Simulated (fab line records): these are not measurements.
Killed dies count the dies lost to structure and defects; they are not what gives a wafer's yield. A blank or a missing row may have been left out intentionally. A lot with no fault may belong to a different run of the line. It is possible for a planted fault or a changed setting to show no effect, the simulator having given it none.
Matching of chambers :: flow nand-harc :: pecvd-02 running NHARC_A_STAIRCASE_DEP_322: 3 sister chambers
The step deposits SiO2, target thk 3800 nm. 14 wafers are shown with their chamber, then 7 later ones without.

WAFERS, EACH WITH ITS CHAMBER
wafer: L076.2
chamber: 2
rf-fwd-power-W (W): 499.8
heater-power-w (W): 712

wafer: L076.3
chamber: 1
rf-fwd-power-W (W): 499.4
heater-power-w (W): 771

wafer: L076.6
chamber: 2
rf-fwd-power-W (W): 500.4
heater-power-w (W): 589

wafer: L077.1
chamber: 0
rf-fwd-power-W (W): 498.6
heater-power-w (W): 632

wafer: L077.4
chamber: 0
rf-fwd-power-W (W): 501.2
heater-power-w (W): 603

wafer: L077.6
chamber: 1
rf-fwd-power-W (W): 500.8
heater-power-w (W): 612

wafer: L081.1
chamber: 2
rf-fwd-power-W (W): 500.7
heater-power-w (W): 734

wafer: L081.2
chamber: 0
rf-fwd-power-W (W): 499.1
heater-power-w (W): 723

wafer: L081.5
chamber: 2
rf-fwd-power-W (W): 502.3
heater-power-w (W): 604

wafer: L085.1
chamber: 2
rf-fwd-power-W (W): 499.2
heater-power-w (W): 687

wafer: L085.2
chamber: 1
rf-fwd-power-W (W): 502.1
heater-power-w (W): 735

wafer: L085.5
chamber: 1
rf-fwd-power-W (W): 497.9
heater-power-w (W): 607

wafer: L091.2
chamber: 2
rf-fwd-power-W (W): 501.8
heater-power-w (W): 670

wafer: L091.3
chamber: 2
rf-fwd-power-W (W): 502.4
heater-power-w (W): 557

SIGNATURES (averages over the wafers above)
reading: rf-fwd-power-W
chamber 0: 499.633
chamber 1: 500.050
chamber 2: 500.943
scatter within a chamber: 1.45

reading: heater-power-w
chamber 0: 652.67
chamber 1: 681.25
chamber 2: 650.43
scatter within a chamber: 71.5
Rule: a wafer lies at a distance from a chamber equal to the root of the sum of squares, over the readings, of (its reading less the chamber's mean, divided by the reading's scatter). The wafer belongs to the nearest chamber; if the next one is less than 2 further off, it can't be placed. How the scatter is found: for the shown wafers, subtract from each reading the mean of its chamber, square and add these, divide the total by (wafers less chambers), then take the root.

WAFERS WITHOUT THEIR CHAMBER
wafer: L091.6
rf-fwd-power-W (W): 496.9
heater-power-w (W): 620

wafer: L095.2
rf-fwd-power-W (W): 497.2
heater-power-w (W): 702

wafer: L095.3
rf-fwd-power-W (W): 499.3
heater-power-w (W): 672

wafer: L095.4
rf-fwd-power-W (W): 499.7
heater-power-w (W): 539

wafer: L097.4
rf-fwd-power-W (W): 499.2
heater-power-w (W): 557

wafer: L097.5
rf-fwd-power-W (W): 499.9
heater-power-w (W): 600

wafer: L097.6
rf-fwd-power-W (W): 500.2
heater-power-w (W): 571

THE CHAMBER EACH PASSED THROUGH
wafer: L091.6
from the rows above: can't be placed: 0 or 1 or 2
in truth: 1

wafer: L095.2
from the rows above: can't be placed: 0 or 1 or 2
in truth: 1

wafer: L095.3
from the rows above: can't be placed: 0 or 1 or 2
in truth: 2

wafer: L095.4
from the rows above: can't be placed: 0 or 2 or 1
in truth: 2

wafer: L097.4
from the rows above: can't be placed: 0 or 2 or 1
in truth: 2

wafer: L097.5
from the rows above: can't be placed: 0 or 2 or 1
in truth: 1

wafer: L097.6
from the rows above: can't be placed: 0 or 2 or 1
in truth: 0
0 of 7 placed correctly. From these rows, 7 cannot be placed; in 7 the true chamber is one of the candidates. 0 placed wrongly.
